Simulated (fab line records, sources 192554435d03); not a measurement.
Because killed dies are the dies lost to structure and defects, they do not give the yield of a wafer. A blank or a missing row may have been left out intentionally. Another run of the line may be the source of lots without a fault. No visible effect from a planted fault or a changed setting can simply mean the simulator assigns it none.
The same fault as seen by 2 desks	flow n5_finfet	only its own numbers are on each desk; what lay behind them is given at the end

## AT THE TOOL OWNER'S DESK: litho_track-01
The tool's own readings at N5_BEOL_M10_COAT_63 (time 60 s, resist thk 100 nm): means of the sampled wafers that have a number, for each lot that ran on this tool. The brackets show how far a lot's mean lies from the usual mean; more than 4 standard deviations puts the lot out of limits, marked OUT.
Columns: A = exhaust_pa at N5_BEOL_M10_COAT_63, usual 45.1 Pa; B = heater_power_total_W at N5_BEOL_M10_COAT_63, usual 500.4 W; C = spin_speed_rpm at N5_BEOL_M10_COAT_63, usual 1500.2 rpm
lot	first seen here	A	B	C
L139	day 10 12:34	45.5	500.3	1499.9
L143	day 11 20:05	46.9	500.4	1499.8
L148	day 12 12:44	44.7	501.9	1500.4
L149	day 12 20:47	44.7	500.5	1213.1 (-99 or more) OUT
L151	day 13 14:00	45.4	502.6	1212.1 (-99 or more) OUT
L162	day 16 10:52	44.5	498.5	1500.0
This desk's finding: out of limits on L149, L151; first on L149, day 12 20:47 (spin_speed_rpm at N5_BEOL_M10_COAT_63). Within limits: L139, L143, L148, L162.

## METROLOGY DESK
Means of the sampled wafers that have a number, per lot and without regard to the tool the lot ran on: this is what the gauges read. The brackets show how far a lot's mean lies from the usual mean; more than 4 standard deviations puts the lot out of limits, marked OUT.
Columns: A = M10_ILD_THK at N5_BEOL_M10_THK_MEAS_01, usual 269 nm; B = cd_nm at N5_BEOL_M10_CD_MEAS_11, usual 64.3 nm
lot	first seen here	A	B
L139	day 10 08:00	272	64.1
L140	day 10 14:41	270	64.5
L141	day 11 17:31	268	65.0
L143	day 11 17:47	266	64.7
L146	day 11 22:29	268	63.7
L144	day 12 01:37	272	64.3
L148	day 12 10:24	266	64.2
L149	day 12 14:53	267	64.8
L151	day 13 11:52	263	65.1
L160	day 16 00:37	273	64.6
L161	day 16 06:22	268	64.4
L162	day 16 06:55	269	63.8
Finding of this desk: none of the 12 lots has anything out of limits.

## ALL TOGETHER
On L149, L151, at day 12 20:47, an alarm was possible from the tool owner's desk.
Nothing out of limits was seen by the metrology desk.
The metrology desk has L149, L151 on record, within its limits.
N5_BEOL_M10_COAT_63 was run on litho_track-01 by each of the lots named.

## WHAT WAS PUT IN BY THE SIMULATOR
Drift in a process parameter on litho_track-01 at N5_BEOL_M10_COAT_63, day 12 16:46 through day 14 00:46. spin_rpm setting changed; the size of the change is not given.
Lots struck among those shown: L149, L151.
Delay in hours, fault start to first out-of-limits reading, by desk: the tool owner's desk at 4.
